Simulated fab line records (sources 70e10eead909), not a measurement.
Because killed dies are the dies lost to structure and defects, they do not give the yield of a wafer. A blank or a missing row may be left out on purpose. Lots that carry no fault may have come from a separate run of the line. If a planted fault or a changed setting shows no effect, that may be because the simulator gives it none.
fab line records    flow nandHarc
record: lots: 15  wafers: 45  lastDay: 25
route steps=1159 shown P_M2@331
lots with no fault: from the same line, run without faults
startH: hours from the record's opening day to when the first of the lot's shown wafers began    waitH: hours from the lot's prior step to this one    " same as the row above    L1.1+2: one row covering several wafers at once    - value missing, or start not given    * or withheld: withheld    < > ~ a bound
route shown NAME@n: NAME is a module with steps in the file, n the number in the route of the first one    usual: mean/standard deviation of fault-free wafers    same: alike in all rows    chamber/n: place in a boat    sites: readings site by site    _std_site: their standard deviation    _edge_site: mean of outer sites minus mean of inner sites    radiusMm: for every site, how far away it sits from the centre of the wafer    mask NAME#n: copy n    behind: the most recent tool/chamber to have shaped the wafer    hold: reason for holding the lot/hours on hold/outcome of the hold    device: names the non-switching transistor (n, p or np)    end of line: tests run on the same wafers once the route is complete    where a step has no rows: the recipe by itself    killed: count of dies lost to structure and defects at first sort (not the wafer's yield)    map: the dies of a wafer, with x for killed, . for not killed, _ for no die there
set.NAME: the setting as run; set.NAME@STEP: as run at that earlier step    model.NAME: the simulator's own value behind a step, which no gauge read
one table for each step of the route and one row for each wafer, over a sample of lots
services: from which hour (startH, from the record's first day; less than 0 if before it) a tool's chamber was out of use, for how many hours, and why
== steps ==
step: NHARC_P_M2_DESCUM_14
recipe: timeS: 3  o2FlowSccm: 200  arFlowSccm: 0  biasPowerW: 0  chemistry: O2
usual: drypumpMotorCurrentA: 6.2/0.45  oesProductAu: 1.000/0.0076  rfVppV: 57.6/0.93  showerheadPlenumPTorr: 1.90/0.086  throttleValvePct: 11.310/0.0087
lot.wafer  tool        chamber  startH  waitH  drypumpMotorCurrentA  oesProductAu  rfHoursCounterH  rfVppV  showerheadPlenumPTorr  throttleValvePct
L910.2     rieDiel-02  0        132.04  0.1    6.8                   0.986         5                57.0    1.85                   11.299
L910.1     "           1        "       "      5.7                   1.004         5                57.9    2.05                   11.314
L910.3     "           3        "       "      6.4                   1.007         5                58.3    1.79                   11.306
L911.3     rieDiel-02  0        132.65  0.2    6.8                   0.994         5                59.0    1.85                   11.316
L911.1     "           1        "       "      5.7                   1.005         5                58.2    2.05                   11.322
L911.5     "           2        "       "      6.1                   0.990         -                56.0    1.89                   11.312
L913.4     rieDiel-11  1        142.76  0.1    6.6                   0.997         23               58.2    1.94                   11.304
L913.2     "           2        "       "      5.3                   1.009         26               58.5    2.00                   11.314
L913.5     "           0        "       "      6.0                   1.002         -                56.6    1.92                   11.303
L912.2     rieDiel-02  1        143.03  0.1    5.7                   1.008         6                57.9    2.05                   11.305
L912.4     "           3        "       "      6.4                   1.020         -                56.9    1.79                   11.314
L912.6     "           0        "       "      6.8                   0.988         -                56.9    1.85                   11.317
L915.1     rieDiel-02  1        171.62  0.1    5.7                   0.994         0                57.5    2.05                   11.311
L915.2     "           2        "       "      6.1                   0.999         0                58.9    1.89                   11.318
L915.6     "           1        "       "      5.7                   0.989         -                58.2    2.05                   11.316
L918.4     rieDiel-02  2        172.87  0.1    6.1                   0.994         0                57.7    1.89                   11.302
L918.2     "           0        "       "      6.8                   0.997         0                57.0    1.85                   11.301
L918.5     "           3        "       "      6.3                   1.001         -                55.4    1.79                   11.320
L919.4     rieDiel-02  0        176.03  0.1    6.8                   1.001         1                56.9    1.85                   11.312
L919.1     "           1        "       "      5.7                   0.991         1                56.7    2.05                   11.308
L919.6     "           0        "       "      6.8                   1.008         -                56.3    1.85                   11.310
L920.2     rieDiel-02  1        176.81  0.1    5.7                   0.995         1                57.6    2.05                   11.321
L920.1     "           0        "       "      6.8                   1.004         1                55.5    1.85                   11.327
L920.5     "           2        "       "      6.1                   1.002         -                59.7    1.89                   11.320
L924.1     rieDiel-02  2        198.47  0.1    6.0                   1.003         2                58.1    1.89                   11.314
L924.3     "           0        "       "      6.8                   1.000         2                57.0    1.85                   11.302
L924.4     "           0        "       "      6.8                   1.012         -                55.8    1.85                   11.312
L922.1     rieDiel-02  3        199.98  0.1    6.4                   1.002         2                56.0    1.79                   11.319
L922.2     "           0        "       "      6.8                   1.003         2                56.8    1.85                   11.304
L922.4     "           3        "       "      6.4                   1.005         -                58.3    1.79                   11.315
L927.1     rieDiel-08  3        225.34  0.1    5.8                   0.991         38               57.4    1.89                   11.320
L927.5     "           3        "       "      5.8                   0.996         -                56.2    1.89                   11.320
L927.4     "           0        "       "      6.3                   0.984         -                57.6    1.94                   11.325
L928.3     rieDiel-11  1        233.91  0.1    6.6                   0.985         7                56.6    1.93                   11.319
L928.1     "           3        "       "      6.0                   1.005         6                59.5    1.88                   11.326
L928.5     "           2        "       "      5.3                   0.994         -                58.0    2.00                   11.301
L929.3     rieDiel-11  1        234.88  0.1    6.6                   0.991         7                58.4    1.93                   11.317
L929.1     "           3        "       "      6.0                   1.016         6                57.9    1.88                   11.319
L929.4     "           0        "       "      6.0                   1.004         7                58.3    1.92                   11.303
L932.2     rieDiel-11  0        259.31  0.1    6.0                   1.008         12               59.2    1.92                   11.304
L932.1     "           1        "       "      6.6                   0.984         11               57.8    1.93                   11.304
L932.3     "           3        "       "      6.0                   1.010         12               57.7    1.87                   11.319
L933.2     rieDiel-02  3        266.16  0.1    6.4                   0.993         4                56.7    1.79                   11.311
L933.4     "           0        "       "      6.8                   0.999         4                56.2    1.84                   11.311
L933.6     "           1        "       "      5.7                   0.986         -                60.3    2.05                   11.318
step: NHARC_P_M2_PVD_20
recipe: targetThkA: 50  biasV: 168.6  powerW: 15000  chamberPressurePa: 0.12  timeS: 8.06  substrateTempC: 50  material: TaN
usual: biasV: 168.5/1.9  cathodeDcPowerW: 15000/3.1  substrateTempC: 49.99/0.12  throttleValvePct: 30.7/1.1
lot.wafer  tool           chamber  startH  waitH  biasV  cathodeDcPowerW  substrateTempC  throttleValvePct
L910.3     pvdSputter-02  -        133.22  -      167.9  15002            50.10           29.9
L910.1     "              -        "       "      170.3  15004            50.08           29.0
L910.2     "              -        "       "      170.0  15001            49.93           29.5
L911.3     pvdSputter-01  -        133.79  -      167.7  15001            49.79           30.0
L911.1     "              -        "       "      167.3  14998            50.04           31.8
L911.5     "              -        "       "      167.4  14997            50.04           30.1
L913.2     pvdSputter-01  -        143.95  -      171.1  14994            49.93           30.0
L913.4     "              -        "       "      167.0  15000            49.93           30.7
L913.5     "              -        "       "      169.2  15001            49.98           31.6
L912.2     pvdSputter-03  -        144.39  -      171.6  15000            49.97           32.9
L912.4     "              -        "       "      171.0  15004            49.99           30.9
L912.6     "              -        "       "      167.0  14996            50.09           33.0
L915.2     pvdSputter-01  -        173.20  -      170.5  15005            50.05           29.7
L915.1     "              -        "       "      169.4  15005            50.02           31.2
L915.6     "              -        "       "      170.4  15005            50.26           29.4
L918.4     pvdSputter-01  -        174.01  -      167.8  15008            50.01           31.5
L918.2     "              -        "       "      166.1  15002            50.09           31.3
L918.5     "              -        "       "      168.1  15004            49.83           31.5
L919.4     pvdSputter-02  -        177.18  -      169.1  14999            50.05           28.5
L919.1     "              -        "       "      162.9  14994            50.01           29.5
L919.6     "              -        "       "      162.9  15001            50.08           29.8
L920.1     pvdSputter-01  -        177.98  -      166.6  15003            50.06           31.5
L920.2     "              -        "       "      172.3  15002            49.91           31.5
L920.5     "              -        "       "      169.0  15003            49.98           31.4
L924.1     pvdSputter-03  -        199.72  -      169.8  14999            50.06           30.0
L924.4     "              -        "       "      169.1  14997            50.00           29.8
L924.3     "              -        "       "      168.6  15004            49.97           30.7
L922.1     pvdSputter-03  -        201.23  -      166.2  15000            50.01           29.8
L922.4     "              -        "       "      167.7  15001            49.93           30.8
L922.2     "              -        "       "      169.2  14998            49.87           29.9
L927.1     pvdSputter-03  -        226.60  -      -      -                -               -
L927.4     "              -        "       "      -      -                -               -
L927.5     "              -        "       "      -      -                -               -
L928.1     pvdSputter-01  -        235.04  -      -      -                -               -
L928.3     "              -        "       "      -      -                -               -
L928.5     "              -        "       "      -      -                -               -
L929.3     pvdSputter-01  -        236.03  -      -      -                -               -
L929.4     "              -        "       "      -      -                -               -
L929.1     "              -        "       "      -      -                -               -
L932.2     pvdSputter-02  -        260.44  -      170.1  14996            49.94           29.8
L932.1     "              -        "       "      168.6  15000            50.16           31.0
L932.3     "              -        "       "      171.2  15001            49.95           29.2
L933.4     pvdSputter-01  -        267.29  -      169.4  15001            49.89           31.3
L933.2     "              -        "       "      170.6  15008            49.87           31.2
L933.6     "              -        "       "      167.3  14999            49.86           31.3
step: NHARC_P_M2_PVD_21
recipe: targetThkA: 300  chamberPressurePa: 5  powerW: 5000  substrateTempC: 30  timeS: 20.49  material: Cu
usual: cathodeDcPowerW: 4999.9/0.82  chamberPressurePa: 5.000/0.0097  substrateTempC: 30.02/0.096  throttleValvePct: 30.8/1.1
lot.wafer  tool           chamber  startH  waitH  cathodeDcPowerW  chamberPressurePa  substrateTempC  throttleValvePct
L910.1     pvdSputter-02  -        -       -      4998.6           4.993              30.02           28.6
L910.2     "              -        "       "      5000.3           5.001              30.12           29.7
L910.3     "              -        "       "      4999.0           5.018              29.88           31.7
L911.3     pvdSputter-01  -        -       -      5000.5           5.008              30.08           31.9
L911.1     "              -        "       "      4999.7           5.008              30.01           31.8
L911.5     "              -        "       "      4999.3           4.993              30.01           31.0
L913.4     pvdSputter-01  -        -       -      5000.5           4.987              30.06           31.1
L913.2     "              -        "       "      4998.9           5.010              29.89           31.8
L913.5     "              -        "       "      4999.2           4.994              29.99           30.1
L912.2     pvdSputter-03  -        -       -      5000.5           5.006              30.16           30.6
L912.4     "              -        "       "      4999.6           4.998              29.98           30.1
L912.6     "              -        "       "      4999.5           4.986              30.05           30.8
L915.2     pvdSputter-01  -        -       -      4999.8           4.996              29.90           29.7
L915.1     "              -        "       "      4999.5           5.004              30.03           31.1
L915.6     "              -        "       "      5000.8           4.987              30.04           29.6
L918.2     pvdSputter-01  -        -       -      5000.1           4.992              29.85           31.3
L918.4     "              -        "       "      5000.4           4.996              30.15           29.3
L918.5     "              -        "       "      4998.5           5.008              29.84           31.1
L919.4     pvdSputter-02  -        -       -      4999.7           5.000              30.06           30.0
L919.1     "              -        "       "      5000.7           4.999              29.93           31.8
L919.6     "              -        "       "      5001.6           4.997              30.15           30.0
L920.2     pvdSputter-01  -        -       -      4999.6           5.005              30.20           29.7
L920.1     "              -        "       "      4998.1           4.985              29.95           31.6
L920.5     "              -        "       "      4999.6           4.983              30.02           31.3
L924.1     pvdSputter-03  -        -       -      4999.9           5.009              30.00           30.0
L924.3     "              -        "       "      4997.9           5.002              30.09           33.1
L924.4     "              -        "       "      4998.3           5.011              30.04           30.7
L922.2     pvdSputter-03  -        -       -      4998.8           4.990              30.02           29.7
L922.1     "              -        "       "      4999.9           4.992              30.00           32.8
L922.4     "              -        "       "      4999.4           5.006              29.83           30.8
L927.4     pvdSputter-03  -        -       -      4999.9           4.999              29.83           30.5
L927.1     "              -        "       "      5000.9           4.988              30.01           30.0
L927.5     "              -        "       "      5000.6           5.003              29.81           30.6
L928.3     pvdSputter-01  -        -       -      5001.6           4.981              30.05           31.2
L928.1     "              -        "       "      5000.4           5.010              29.90           31.5
L928.5     "              -        "       "      4999.3           5.001              30.02           29.5
L929.3     pvdSputter-01  -        -       -      5000.1           4.999              30.04           31.4
L929.1     "              -        "       "      4999.5           5.010              30.01           31.1
L929.4     "              -        "       "      4999.5           5.012              30.04           29.7
L932.3     pvdSputter-02  -        -       -      5000.2           5.010              30.09           30.1
L932.2     "              -        "       "      5000.0           5.009              29.82           30.9
L932.1     "              -        "       "      5000.6           5.010              30.14           30.3
L933.4     pvdSputter-01  -        -       -      5000.5           4.995              30.03           29.8
L933.2     "              -        "       "      4999.6           5.005              30.03           31.6
L933.6     "              -        "       "      4998.8           5.013              29.98           31.1
== services ==
tool           chamber  startH  hours  kind
rieDiel-08     1        115.20  2.9    repair
pvdSputter-02  -        124.20  8.7    repair
rieDiel-08     -        124.84  9.0    pm
rieDiel-02     0        129.83  -      clean
rieDiel-02     1        129.83  -      clean
rieDiel-02     2        129.83  -      clean
rieDiel-02     3        129.83  -      clean
rieDiel-08     2        140.56  4.7    repair
rieDiel-02     2        141.02  13.8   repair
rieDiel-02     -        149.82  0.2    repair
rieDiel-02     -        150.83  9.0    pm
rieDiel-02     0        150.83  9.0    ventCycle
rieDiel-02     1        150.83  9.0    ventCycle
rieDiel-02     3        150.83  9.0    ventCycle
pvdSputter-01  -        158.00  10.0   pm
rieDiel-02     0        159.83  -      clean
rieDiel-02     1        189.21  16.7   repair
rieDiel-11     -        189.63  9.0    pm
rieDiel-08     2        201.15  132.0  repair
pvdSputter-02  -        214.00  10.0   pm
rieDiel-02     1        214.05  1.4    repair
pvdSputter-01  -        214.43  1.0    repair
pvdSputter-03  -        220.80  4.7    repair
rieDiel-02     -        240.92  0.3    repair
== key ==
firstSign: step: NHARC_P_M2_PVD_20  reading: toolRecord  direction: missing
effect none on later readings
metAt NHARC_P_M2_PVD_20
struckLots L927,L928,L929
laterRowsLeftOut L927.1,L927.4,L927.5,L928.1,L928.3,L928.5,L929.1,L929.3,L929.4
sortLeftOut L927.1,L927.4,L927.5,L928.1,L928.3,L928.5,L929.1,L929.3,L929.4
notActingAt NHARC_P_M2_DESCUM_14,NHARC_P_M2_PVD_21
onsetBetween 201.23 226.60
fault: kind: skippedStepWhole  tool: pvdSputter-01,pvdSputter-03  chamber: -  onsetH: 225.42  steps: NHARC_P_M2_PVD_20  scope: struckLotsOnly
sortLeftOut: the simulated sort isn't trusted on such a fault, so these wafers' sort isn't shown, and their yield isn't known
laterRowsLeftOut: the simulator's readings of these wafers behind a module that went badly wrong aren't trusted and aren't shown, but for the sort
